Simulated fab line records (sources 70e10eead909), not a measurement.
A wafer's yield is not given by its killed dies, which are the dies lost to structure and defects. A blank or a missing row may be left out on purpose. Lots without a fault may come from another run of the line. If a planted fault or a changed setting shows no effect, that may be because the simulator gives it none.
Which of the tools did it? ; flow nand_harc ; Sampling: 13 lots, 39 wafers, 4 of 1302 route steps

== WHAT EACH GAUGE READ, for each wafer ==
NHARC_P_M0_CD_MEAS_09 targets a cd of 90 nm. Usual: cd_nm 89.8 nm, standard deviation 0.71.
lot;measured;on;cd_nm (nm);flag
L415;day 6 05:52;cd_sem-03;89.3 91.3 90.1;
L416;day 6 09:07;cd_sem-01;91.0 89.5 89.1;
L417;day 6 19:27;cd_sem-01;89.4 88.8 88.6;
L418;day 7 07:52;cd_sem-02;90.1 88.0 89.4;
L419;day 7 19:58;cd_sem-01;90.6 89.0 90.4;
L420;day 8 00:48;cd_sem-03;88.7 90.8 89.3;
L421;day 8 18:01;cd_sem-01;89.7 90.0 89.5;
L424;day 10 03:59;cd_sem-02;89.5 88.6 88.4;
L430;day 12 05:13;cd_sem-03;91.0 90.0 90.8;
L431;day 13 01:10;cd_sem-02;78.0 78.7 90.1;OFF
L432;day 13 03:25;cd_sem-02;90.7 88.8 88.9;
L434;day 13 22:52;cd_sem-02;90.6 89.1 89.2;
L438;day 15 17:05;cd_sem-02;88.9 90.7 89.2;

== WHAT TOOL EACH LOT RAN ON (gives the tool, then ch and the chambers of the sampled wafers, and finally the start) ==
lot;NHARC_P_CONTACT_ETCH_35;NHARC_P_CONTACT_STRIP_28;NHARC_P_M0_PEB_07
L415;rie_diel-05 ch 1,3, day 6 01:53;rie_diel-05 ch 2,3, day 6 02:44;litho_track-06 ch 0, day 6 05:47
L416;rie_diel-02 ch 0,3, day 6 05:12;rie_diel-11 ch 0,1, day 6 06:05;litho_track-01 ch 0, day 6 09:02
L417;rie_diel-11 ch 1,2,3, day 6 15:02;rie_diel-05 ch 0,2, day 6 15:54;litho_track-06 ch 0, day 6 19:23
L418;rie_diel-05 ch 2,3, day 7 04:07;rie_diel-11 ch 1,2, day 7 04:59;litho_track-06 ch 0, day 7 07:47
L419;rie_diel-02 ch 0,2,3, day 7 16:13;rie_diel-05 ch 0,1, day 7 17:03;litho_track-06 ch 0, day 7 19:53
L420;rie_diel-05 ch 0,2, day 7 20:53;rie_diel-11 ch 1,2,3, day 7 21:47;litho_track-06 ch 0, day 8 00:43
L421;rie_diel-02 ch 1,2, day 8 13:58;rie_diel-05 ch 0,1,3, day 8 14:49;litho_track-01 ch 0, day 8 17:56
L424;rie_diel-11 ch 0,1, day 9 23:56;rie_diel-11 ch 0,1,3, day 10 00:55;litho_track-01 ch 0, day 10 03:55
L430;rie_diel-11 ch 1,2, day 12 01:19;rie_diel-05 ch 0,1,3, day 12 02:10;litho_track-01 ch 0, day 12 05:08
L431;rie_diel-05 ch 0,1,2, day 12 21:13;rie_diel-11 ch 0,1,2, day 12 22:04;litho_track-06 ch 0, day 13 01:05
L432;rie_diel-02 ch 1,2, day 12 23:31;rie_diel-11 ch 1,3, day 13 00:24;litho_track-04 ch 0, day 13 03:20
L434;rie_diel-05 ch 0,1,3, day 13 18:59;rie_diel-02 ch 2,3, day 13 19:49;litho_track-01 ch 0, day 13 22:47
L438;rie_diel-02 ch 0,2,3, day 15 13:16;rie_diel-11 ch 1,2,3, day 15 14:08;litho_track-04 ch 0, day 15 17:00
- NHARC_P_CONTACT_ETCH_35: etches the open film in CF4, target depth 39 nm, time 65 s.
- NHARC_P_CONTACT_STRIP_28: strips in O2.
- NHARC_P_M0_PEB_07: peb time 65 s.

== AS READ BY THE TOOLS THEMSELVES (means over the sampled wafers that have a number; for cases with no such wafer, the mark the record gives instead) ==
NHARC_P_CONTACT_ETCH_35. Usual: drypump_motor_current_A 5.9 A, standard deviation 0.5; oes_product_au 1.003 a.u., standard deviation 0.014; rf_vpp_V 151.5 V, standard deviation 1.2; showerhead_plenum_p_Torr 1.79 Torr, standard deviation 0.077; throttle_valve_pct 13.284 %, standard deviation 0.01.
lot;tool;drypump_motor_current_A (A);oes_product_au (a.u.);rf_vpp_V (V);showerhead_plenum_p_Torr (Torr);throttle_valve_pct (%);flag
L415;rie_diel-05;5.9;0.995;151.9;1.80;13.287;
L416;rie_diel-02;5.8;1.000;151.5;1.79;13.281;
L417;rie_diel-11;5.7;1.000;151.9;1.83;13.276;
L418;rie_diel-05;5.6;0.997;151.2;1.75;13.277;
L419;rie_diel-02;6.0;1.014;151.6;1.75;13.286;
L420;rie_diel-05;5.1;1.003;151.9;1.82;13.276;
L421;rie_diel-02;6.1;1.017;150.2;1.68;13.287;
L424;rie_diel-11;6.5;1.015;151.7;1.79;13.287;
L430;rie_diel-11;6.1;0.995;151.7;1.77;13.291;
L431;rie_diel-05;5.7;1.002;151.3;1.77;13.297;
L432;rie_diel-02;6.2;1.001;149.7;1.68;13.281;
L434;rie_diel-05;5.7;1.017;151.4;1.81;13.286;
L438;rie_diel-02;6.0;1.008;151.4;1.75;13.279;

NHARC_P_CONTACT_STRIP_28. Usual: drypump_motor_current_A 5.9 A, standard deviation 0.56; o2_flow_sccm 500.0 sccm, standard deviation 1.6; oes_product_au 1.004 a.u., standard deviation 0.014; rf_vpp_V 58.0 V, standard deviation 0.86; showerhead_plenum_p_Torr 3.58 Torr, standard deviation 0.15; throttle_valve_pct 17.037 %, standard deviation 0.0085.
lot;tool;drypump_motor_current_A (A);o2_flow_sccm (sccm);oes_product_au (a.u.);rf_vpp_V (V);showerhead_plenum_p_Torr (Torr);throttle_valve_pct (%);flag
L415;rie_diel-05;5.7;500.7;1.001;58.6;3.49;17.034;
L416;rie_diel-11;6.5;499.9;1.026;58.0;3.57;17.039;
L417;rie_diel-05;5.2;499.0;0.996;57.6;3.62;17.042;
L418;rie_diel-11;6.1;500.6;1.021;57.2;3.54;17.038;
L419;rie_diel-05;5.5;500.1;1.008;58.8;3.64;17.039;
L420;rie_diel-11;5.7;499.2;1.009;58.4;3.65;17.041;
L421;rie_diel-05;5.8;499.8;1.002;58.2;3.62;17.032;
L424;rie_diel-11;6.0;499.7;1.001;57.7;3.60;17.044;
L430;rie_diel-05;5.7;499.8;1.010;57.7;3.61;17.043;
L431;rie_diel-11;6.3;499.4;0.997;58.3;3.61;17.036;
L432;rie_diel-11;5.8;500.5;0.995;58.0;3.52;17.037;
L434;rie_diel-02;6.2;499.2;1.016;58.0;3.43;17.034;
L438;rie_diel-11;5.8;500.7;0.990;58.0;3.64;17.039;

NHARC_P_M0_PEB_07. Usual: heater_power_total_W 156.6 W, standard deviation 0.43; resist_line_temp_C 23.00 C, standard deviation 0.099.
lot;tool;heater_power_total_W (W);resist_line_temp_C (C);flag
L415;litho_track-06;156.5;22.93;
L416;litho_track-01;156.9;23.13;
L417;litho_track-06;156.7;23.06;
L418;litho_track-06;156.4;23.01;
L419;litho_track-06;156.6;23.02;
L420;litho_track-06;156.5;23.03;
L421;litho_track-01;156.1;22.87;
L424;litho_track-01;156.2;22.99;
L430;litho_track-01;156.1;23.09;
L431;litho_track-06;175.5;23.06;OFF
L432;litho_track-04;156.6;23.03;
L434;litho_track-01;156.5;22.95;
L438;litho_track-04;156.9;22.90;

== THE ANSWER, worked out from the rows above alone ==
Rule: take the mean of a lot's wafers that have a number; if it is more than 3 standard deviations from the usual mean, the lot is off. Also off: a lot with no number at a reading for which 4 or more lots have one. All remaining lots with rows at the step are treated as sound. After the gauges, taken in route order, come the tools' own readings; for these a lot's mean is taken, as printed above. At the first step where some lot is off, the reading lying furthest off is the one used; lots without a number count as furthest.
Off: L431, at NHARC_P_M0_CD_MEAS_09 (cd_nm).
A tool fits if, at a process step before that reading, it ran every lot that is off, and no sound lot after the first of them. Not tried: the gauges at NHARC_P_M0_CD_MEAS_09; whatever is off there is also off at NHARC_P_M0_PEB_07, on other tools, and gauge error can't account for it. One fits: NHARC_P_M0_PEB_07 on litho_track-06. A fault onset in the window from L420 (day 8 00:43, its last sound lot) to L431 (day 13 01:05, its first lot off) fits.
On the lots that are off, the tool's own readings at NHARC_P_M0_PEB_07 differ by more than 5 times the standard deviation of the sound lots' means, which bears it out; heater_power_total_W reads 175.5 W there versus 156.5 W on the sound lots.

== WHAT WAS PUT IN BY THE SIMULATOR ==
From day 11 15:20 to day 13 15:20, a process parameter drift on litho_track-06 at NHARC_P_M0_PEB_07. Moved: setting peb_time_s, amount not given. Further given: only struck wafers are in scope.
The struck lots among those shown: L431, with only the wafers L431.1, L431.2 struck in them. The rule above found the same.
